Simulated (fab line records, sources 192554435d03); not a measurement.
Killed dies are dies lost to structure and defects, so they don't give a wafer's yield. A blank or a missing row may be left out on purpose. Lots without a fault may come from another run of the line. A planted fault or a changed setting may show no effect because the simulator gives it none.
Which tool did it? | flow n5_finfet | 11 lots, 30 wafers sampled, at 2 steps of a route of 1938

WHAT THE GAUGES READ, wafer by wafer
N5_BEOL_M8_INSPECT_13: inspects for defects (brightfield). Usual: raw_defect_count 440, standard deviation 96.
lot  | measured     | on                | raw_defect_count | flag
L765 | day 10 21:14 | defect_inspect-01 | 482 449 374      |
L764 | day 11 00:21 | defect_inspect-02 | 402 630 413      |
L769 | day 11 18:52 | defect_inspect-01 | 786 663          |
L773 | day 12 20:29 | defect_inspect-02 | 359 401 449      |
L778 | day 14 01:13 | defect_inspect-02 | 424 465 508      |
L776 | day 14 01:38 | defect_inspect-02 | 488 503 434      |
L779 | day 14 04:24 | defect_inspect-02 | 402 406 419      |
L780 | day 14 16:49 | defect_inspect-01 | 504 620          |
L782 | day 15 00:59 | defect_inspect-02 | 488 540          |
L784 | day 15 07:05 | defect_inspect-01 | 308 358 313      |
L785 | day 15 23:46 | defect_inspect-02 | 584 479 561      |

WHICH TOOL RAN EACH LOT (tool, then ch and the chambers of the sampled wafers, then the start)
lot  | N5_BEOL_M7_SURFACE_TREAT_79
L765 | pvd_sputter-01, day 10 17:17
L764 | pvd_sputter-03, day 10 20:11
L769 | pvd_sputter-03, day 11 13:20
L773 | pvd_sputter-03, day 12 16:10
L778 | pvd_sputter-03, day 13 22:01
L776 | pvd_sputter-02, day 13 22:24
L779 | pvd_sputter-03, day 14 00:07
L780 | pvd_sputter-03, day 14 13:30
L782 | pvd_sputter-01, day 14 21:16
L784 | pvd_sputter-01, day 15 02:37
L785 | pvd_sputter-03, day 15 19:01
- N5_BEOL_M7_SURFACE_TREAT_79

WHAT THE TOOLS THEMSELVES READ (means of the sampled wafers that have a number; where no wafer has one, the mark that the record gives instead)
The record holds no such reading with a usual standard deviation.

THE ANSWER, worked out from the rows above alone
Rule: a lot is off if the mean of its wafers that have a number lies more than 3 standard deviations from the usual mean. A lot without any number at a reading at which 4 lots or more have one is off too. The other lots that the step has rows for count as sound. The gauges are gone through in route order, then the tools' own readings, and for those a lot's mean is taken as printed above. The first step at which some lot is off is used, and at that step the reading that is off furthest; a lot without a number counts as furthest.
No lot is off at any reading shown: from this, nothing can be told.

WHAT THE SIMULATOR HAD PUT IN
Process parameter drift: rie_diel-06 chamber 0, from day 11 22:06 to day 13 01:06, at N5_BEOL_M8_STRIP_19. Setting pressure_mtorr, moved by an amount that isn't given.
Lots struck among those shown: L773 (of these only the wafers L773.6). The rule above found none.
